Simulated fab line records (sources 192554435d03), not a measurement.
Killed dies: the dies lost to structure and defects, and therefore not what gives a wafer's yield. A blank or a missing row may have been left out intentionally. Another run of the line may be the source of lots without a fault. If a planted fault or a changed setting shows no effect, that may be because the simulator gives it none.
What tool caused it? ; flow n5Finfet ; 9 lots, 27 wafers sampled, at 3 steps of a route of 1938

== WHAT THE GAUGES READ, wafer by wafer ==
N5_BEOL_M1_OVL_MEAS_12.
lot;measured;on;M1_OVL (nm)
L273;day 6 11:11;overlay-02;0.1 0.7 -0.9
L274;day 6 21:05;overlay-01;-0.8 -0.2 -0.3
L275;day 7 00:43;overlay-01;-0.6 -0.7 -0.7
L279;day 8 02:41;overlay-01;1.2 0.8 1.1
L284;day 9 11:05;overlay-02;0.3 0.3 0.3
L288;day 10 04:10;overlay-01;-1.2 -0.7 -0.9
L290;day 10 17:20;overlay-02;5.9 5.2 7.6
L291;day 10 18:04;overlay-01;5.9 4.5 5.3
L292;day 11 06:38;overlay-01;1.0 0.1 0.6

== EACH LOT AND THE TOOL THAT RAN IT (in order: tool; ch and the chambers of the sampled wafers; start) ==
lot;N5_BEOL_M1_PECVD_72;N5_BEOL_M1_EXPOSE_08
L273;pecvd-03 ch 1,2, day 6 10:19;euvScanner-02 ch 0, day 6 11:01
L274;pecvd-02 ch 0,1,2, day 6 19:49;euvScanner-02 ch 0, day 6 20:56
L275;pecvd-03 ch 1,2, day 6 23:11;euvScanner-02 ch 0, day 7 00:34
L279;pecvd-02 ch 0,1, day 7 23:09;euvScanner-01 ch 0, day 8 02:32
L284;pecvd-04 ch 0,1,2, day 9 10:10;euvScanner-02 ch 0, day 9 10:56
L288;pecvd-03 ch 0,1, day 10 02:29;euvScanner-02 ch 0, day 10 04:01
L290;pecvd-04 ch 0,2, day 10 15:29;euvScanner-02 ch 0, day 10 17:10
L291;pecvd-02 ch 0,1, day 10 17:23;euvScanner-02 ch 0, day 10 17:55
L292;pecvd-03 ch 0,1,2, day 11 05:33;euvScanner-01 ch 0, day 11 06:29
- N5_BEOL_M1_PECVD_72: deposits SiO2 from TEOS/O2, target thk 16 nm, time 18 s.
- N5_BEOL_M1_EXPOSE_08: exposes mask M1.

== THE ANSWER, worked out from the rows above alone ==
Rule: usual is defined by the lots themselves. The widest of any qualifying gaps counts: lots, ordered by their means at a reading, are off when they make up no more than a third of the lots, leave a main group of 4 or more, and stand apart from it by 3 or more times the standard deviation of that group's means. The tables above print the reading to a certain number of digits; a main group whose means all agree to those digits is not used. Also off: a lot with no number at a reading for which 4 or more lots have one. The other lots that the step has rows for count as sound.
Off: at N5_BEOL_M1_OVL_MEAS_12 (M1_OVL), L290, L291. The main group: mean -0.0 nm, standard deviation 0.65.
If a tool, at a process step before that reading, ran all the lots that are off and no sound lot after the first of them, it fits. Those tools and the gauges at N5_BEOL_M1_OVL_MEAS_12 are tried in the same way. One candidate fits, namely euvScanner-02 at N5_BEOL_M1_EXPOSE_08. Its last sound lot is L288 (day 10 04:01), its first lot that is off L290 (day 10 17:10): a fault that began between those two fits.

== WHAT THE SIMULATOR PUT IN ==
Scanner matching overlay: euvScanner-02, from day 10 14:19 on, at N5_BEOL_M1_EXPOSE_08. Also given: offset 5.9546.
Struck lots among those shown: L290, L291. This agrees with what the rule above found.
